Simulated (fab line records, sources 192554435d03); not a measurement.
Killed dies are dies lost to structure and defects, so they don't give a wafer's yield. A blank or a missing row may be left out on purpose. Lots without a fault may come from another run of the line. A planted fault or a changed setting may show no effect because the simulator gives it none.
Chamber matching | flow n5_finfet | N5_BEOL_M9_DEP_56 on pecvd-04: 3 sister chambers
The step deposits SiCN from 3MS/NH3, target thk 15 nm, time 26.5 s. 6 wafers are shown with their chamber, then 7 later ones without.

WAFERS WITH THEIR CHAMBER
wafer  | chamber | throttle_valve_pct (%) | showerhead_plenum_p_Torr (Torr)
L089.5 | 1       | 8.6                    | 3.667
L088.1 | 2       | 9.0                    | 3.657
L088.2 | 1       | 8.3                    | 3.661
L088.4 | 0       | 10.1                   | 3.676
L090.2 | 2       | 9.1                    | 3.657
L090.3 | 0       | 9.7                    | 3.674

WAFERS WITHOUT THEIR CHAMBER
wafer  | throttle_valve_pct (%) | showerhead_plenum_p_Torr (Torr)
L090.6 | 8.9                    | 3.657
L097.1 | 8.7                    | 3.668
L097.2 | 10.2                   | 3.681
L097.5 | 8.8                    | 3.671
L095.4 | 8.9                    | 3.663
L095.5 | 8.7                    | 3.660
L095.6 | 10.0                   | 3.671

WHICH CHAMBER EACH WENT THROUGH
wafer  | from the rows above     | in truth
L090.6 | 2                       | 2
L097.1 | 1                       | 1
L097.2 | 0                       | 0
L097.5 | 1                       | 1
L095.4 | can't be placed: 1 or 2 | 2
L095.5 | can't be placed: 1 or 2 | 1
L095.6 | 0                       | 0
Placed correctly: 5 of 7. Can't be placed from these rows: 2 (the true chamber is among the candidates in 2). Placed wrongly: 0.
How it was worked out, from the rows above alone: a wafer's distance from a chamber is the root of the sum, over the readings, of the square of ((its reading less the chamber's mean) divided by the reading's scatter). The wafer belongs to the nearest chamber; if the next one is less than 2 further off, it can't be placed. A chamber's mean is the mean of its shown wafers. The scatter: the root of (the sum of the squares of (reading less its chamber's mean) over the shown wafers, divided by (wafers less chambers)).
